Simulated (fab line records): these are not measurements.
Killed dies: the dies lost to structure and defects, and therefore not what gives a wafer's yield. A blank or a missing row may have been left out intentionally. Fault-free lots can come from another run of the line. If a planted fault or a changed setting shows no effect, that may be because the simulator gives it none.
Lot-split experiment || flow n5-finfet || on a route of 1938 steps: 7 lots, 21 wafers read

## ON THE SPLIT
At N5_MOL_CONTACT_COAG_ALD_27 (deposits SiOC, target thk 17 nm, pulse time 1.5 s, time 2720 s), the setting time-s was moved away from the recipe's 2720 s on 6 of the 21 wafers read, by -14.2% to -7.0%. This setting was run at the recipe's value on the other wafers.

The reading is taken at the split's own step.

## THE READING
SiOC_of_MOL_CONTACT_COAG_ALD_27.thk-nm (the simulator's own value, which no gauge read), in nm, at N5_MOL_CONTACT_COAG_ALD_27 (deposits SiOC, target thk 17 nm, pulse time 1.5 s, time 2720 s). The file gives no usual value for it. Here, 15 wafers ran the recipe; their average is 17.0 nm with a standard deviation of 0.068 nm.

{"wafer": "L077.1", "tool, chamber at the split": "ald-sin-01, 0", "time-s as run, s": 2720, "against the recipe": "recipe", "SiOC_of_MOL_CONTACT_COAG_ALD_27.thk-nm, nm": 16.8, "against lot-mates on the recipe": "-"}
{"wafer": "L077.4", "tool, chamber at the split": "ald-sin-01, 3", "time-s as run, s": 2472, "against the recipe": "-9.1%", "SiOC_of_MOL_CONTACT_COAG_ALD_27.thk-nm, nm": 15.4, "against lot-mates on the recipe": -1.4}
{"wafer": "L077.6", "tool, chamber at the split": "ald-sin-01, 3", "time-s as run, s": 2472, "against the recipe": "-9.1%", "SiOC_of_MOL_CONTACT_COAG_ALD_27.thk-nm, nm": 15.4, "against lot-mates on the recipe": -1.4}
{"wafer": "L079.3", "tool, chamber at the split": "ald-sin-01, 1,3,2", "time-s as run, s": 2720, "against the recipe": "recipe", "SiOC_of_MOL_CONTACT_COAG_ALD_27.thk-nm, nm": 17, "against lot-mates on the recipe": "-"}
{"wafer": "L079.5", "tool, chamber at the split": "ald-sin-01, 1,3,2", "time-s as run, s": 2720, "against the recipe": "recipe", "SiOC_of_MOL_CONTACT_COAG_ALD_27.thk-nm, nm": 17, "against lot-mates on the recipe": "-"}
{"wafer": "L079.6", "tool, chamber at the split": "ald-sin-01, 1,3,2", "time-s as run, s": 2720, "against the recipe": "recipe", "SiOC_of_MOL_CONTACT_COAG_ALD_27.thk-nm, nm": 17, "against lot-mates on the recipe": "-"}
{"wafer": "L080.2", "tool, chamber at the split": "ald-sin-03, 3,1", "time-s as run, s": 2720, "against the recipe": "recipe", "SiOC_of_MOL_CONTACT_COAG_ALD_27.thk-nm, nm": 17, "against lot-mates on the recipe": "-"}
{"wafer": "L080.3", "tool, chamber at the split": "ald-sin-03, 3,1", "time-s as run, s": 2720, "against the recipe": "recipe", "SiOC_of_MOL_CONTACT_COAG_ALD_27.thk-nm, nm": 17, "against lot-mates on the recipe": "-"}
{"wafer": "L080.4", "tool, chamber at the split": "ald-sin-03, 0", "time-s as run, s": 2335, "against the recipe": "-14.2%", "SiOC_of_MOL_CONTACT_COAG_ALD_27.thk-nm, nm": 14.4, "against lot-mates on the recipe": -2.6}
{"wafer": "L083.3", "tool, chamber at the split": "ald-sin-04, 0", "time-s as run, s": 2720, "against the recipe": "recipe", "SiOC_of_MOL_CONTACT_COAG_ALD_27.thk-nm, nm": 17, "against lot-mates on the recipe": "-"}
{"wafer": "L083.4", "tool, chamber at the split": "ald-sin-04, 3", "time-s as run, s": 2515, "against the recipe": "-7.5%", "SiOC_of_MOL_CONTACT_COAG_ALD_27.thk-nm, nm": 15.8, "against lot-mates on the recipe": -1.2}
{"wafer": "L083.5", "tool, chamber at the split": "ald-sin-04, 3", "time-s as run, s": 2515, "against the recipe": "-7.5%", "SiOC_of_MOL_CONTACT_COAG_ALD_27.thk-nm, nm": 15.8, "against lot-mates on the recipe": -1.2}
{"wafer": "L085.1", "tool, chamber at the split": "ald-sin-03, 3,1", "time-s as run, s": 2720, "against the recipe": "recipe", "SiOC_of_MOL_CONTACT_COAG_ALD_27.thk-nm, nm": 17, "against lot-mates on the recipe": "-"}
{"wafer": "L085.5", "tool, chamber at the split": "ald-sin-03, 3,1", "time-s as run, s": 2720, "against the recipe": "recipe", "SiOC_of_MOL_CONTACT_COAG_ALD_27.thk-nm, nm": 17, "against lot-mates on the recipe": "-"}
{"wafer": "L085.6", "tool, chamber at the split": "ald-sin-03, 0", "time-s as run, s": 2720, "against the recipe": "recipe", "SiOC_of_MOL_CONTACT_COAG_ALD_27.thk-nm, nm": 16.8, "against lot-mates on the recipe": "-"}
{"wafer": "L088.1", "tool, chamber at the split": "ald-sin-01, 1", "time-s as run, s": 2720, "against the recipe": "recipe", "SiOC_of_MOL_CONTACT_COAG_ALD_27.thk-nm, nm": 17, "against lot-mates on the recipe": "-"}
{"wafer": "L088.6", "tool, chamber at the split": "ald-sin-01, 1", "time-s as run, s": 2720, "against the recipe": "recipe", "SiOC_of_MOL_CONTACT_COAG_ALD_27.thk-nm, nm": 17, "against lot-mates on the recipe": "-"}
{"wafer": "L088.5", "tool, chamber at the split": "ald-sin-01, 0", "time-s as run, s": 2529, "against the recipe": "-7.0%", "SiOC_of_MOL_CONTACT_COAG_ALD_27.thk-nm, nm": 15.8, "against lot-mates on the recipe": -1.2}
{"wafer": "L090.1", "tool, chamber at the split": "ald-sin-01, 0,3,1", "time-s as run, s": 2720, "against the recipe": "recipe", "SiOC_of_MOL_CONTACT_COAG_ALD_27.thk-nm, nm": 17, "against lot-mates on the recipe": "-"}
{"wafer": "L090.3", "tool, chamber at the split": "ald-sin-01, 0,3,1", "time-s as run, s": 2720, "against the recipe": "recipe", "SiOC_of_MOL_CONTACT_COAG_ALD_27.thk-nm, nm": 17, "against lot-mates on the recipe": "-"}
{"wafer": "L090.4", "tool, chamber at the split": "ald-sin-01, 0,3,1", "time-s as run, s": 2720, "against the recipe": "recipe", "SiOC_of_MOL_CONTACT_COAG_ALD_27.thk-nm, nm": 17, "against lot-mates on the recipe": "-"}
The file does not say which wafer passed through which chamber wherever a row lists several chambers: such a row stands for several wafers.

FIT RESULTS
A straight line over all 21 wafers: SiOC_of_MOL_CONTACT_COAG_ALD_27.thk-nm changes by +0.173 nm for each +1% of time-s; r = +0.99; the points scatter about the line by 0.079 nm.
The same after taking each lot's own level away (the mean of its wafers on the recipe; 21 wafers): +0.169 nm for each +1%; r = +0.99; scatter 0.079 nm.
On that fit, the largest move of time-s shifts the reading by 2.4 nm.
Measured against the standard deviation above, the lots' own levels, which go from 16.80 to 17.00 nm, span 2.9 times it.
Hence the lot-to-lot level has little effect on the slope; both slopes agree.
Check: -2.24 nm against its lot-mates is what the line predicts for one of the wafers moved furthest among these (-14.2%) when that wafer is left out of the fit. It came out at -2.6 nm against them.

## OTHER SPLITS APPLIED TO THESE WAFERS
Before the reading, these wafers also passed through other splits. Each is held against what the fit with the lots' levels taken away leaves over:
{"other split on the same wafers": "N5_DUMMY_GATE_ETCH_37 source-w", "wafers away from the commonest value": 9, "r with SiOC_of_MOL_CONTACT_COAG_ALD_27.thk-nm (lot level and that fit taken away)": "+0.08"}
{"other split on the same wafers": "N5_SD_EPI_P_COAT_35 spin-rpm", "wafers away from the commonest value": 7, "r with SiOC_of_MOL_CONTACT_COAG_ALD_27.thk-nm (lot level and that fit taken away)": "+0.46"}
{"other split on the same wafers": "N5_SD_EPI_P_ETCH_37 source-w", "wafers away from the commonest value": 6, "r with SiOC_of_MOL_CONTACT_COAG_ALD_27.thk-nm (lot level and that fit taken away)": -0.52}
{"other split on the same wafers": "N5_HKMG_FIN_COAT_41 spin-rpm", "wafers away from the commonest value": 7, "r with SiOC_of_MOL_CONTACT_COAG_ALD_27.thk-nm (lot level and that fit taken away)": "+0.08"}
{"other split on the same wafers": "N5_HKMG_FIN_ETCH_54 source-w", "wafers away from the commonest value": 6, "r with SiOC_of_MOL_CONTACT_COAG_ALD_27.thk-nm (lot level and that fit taken away)": "+0.51"}
{"other split on the same wafers": "N5_HKMG_FIN_ETCH_67 target-depth-a", "wafers away from the commonest value": 7, "r with SiOC_of_MOL_CONTACT_COAG_ALD_27.thk-nm (lot level and that fit taken away)": -0.33}
{"other split on the same wafers": "N5_MOL_CONTACT_COAG_SPUTTER_130 power-w", "wafers away from the commonest value": 7, "r with SiOC_of_MOL_CONTACT_COAG_ALD_27.thk-nm (lot level and that fit taken away)": -0.14}

## THE FILE'S OWN FIT
SiOC_of_MOL_CONTACT_COAG_ALD_27.thk-nm changes by +0.172 nm for each +1% of time-s, r = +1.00.
